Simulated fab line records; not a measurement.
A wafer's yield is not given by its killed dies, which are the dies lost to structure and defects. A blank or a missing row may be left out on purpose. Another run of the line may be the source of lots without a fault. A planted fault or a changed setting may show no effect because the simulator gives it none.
Chamber matching    flow n5Finfet    rieDiel-05 running N5_BEOL_M2_STRIP_19: 4 sister chambers
The step strips in O2. 4 wafers are shown with their chamber, then 10 later ones without.

## WAFERS PAIRED WITH THEIR CHAMBERS
wafer   chamber  showerheadPlenumPTorr (Torr)
L085.1  0        2.06
L085.2  2        2.19
L085.6  3        2.05
L086.5  1        2.15

## WAFERS WHOSE CHAMBER IS MISSING
wafer   showerheadPlenumPTorr (Torr)
L086.6  2.06
L092.1  2.19
L092.3  2.06
L092.4  2.06
L093.1  2.19
L093.5  2.14
L093.6  2.19
L096.4  2.14
L096.5  2.05
L096.6  2.18

## WHICH CHAMBER EACH WENT THROUGH
wafer   from the rows above      in truth
L086.6  can't be placed: 0 or 3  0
L092.1  2                        2
L092.3  can't be placed: 0 or 3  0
L092.4  can't be placed: 0 or 3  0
L093.1  2                        2
L093.5  1                        1
L093.6  2                        2
L096.4  1                        1
L096.5  can't be placed: 3 or 0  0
L096.6  2                        2
Correctly placed: 6 of 10. Not placeable from these rows: 4 (in 4, the candidates include the true chamber). 0 placed wrongly.
How it was worked out, from the rows above alone: a wafer's distance from a chamber is the root of the sum, over the readings, of the square of ((its reading less the chamber's mean) divided by the reading's scatter). If the next closest chamber is less than 2 further off than the closest, the wafer can't be placed; otherwise it belongs to the closest. Each chamber's mean is taken over the wafers shown for it. The scatter (one wafer shown for each chamber): square how far every hidden wafer sits from the nearest shown wafer, average those squares and take the square root.
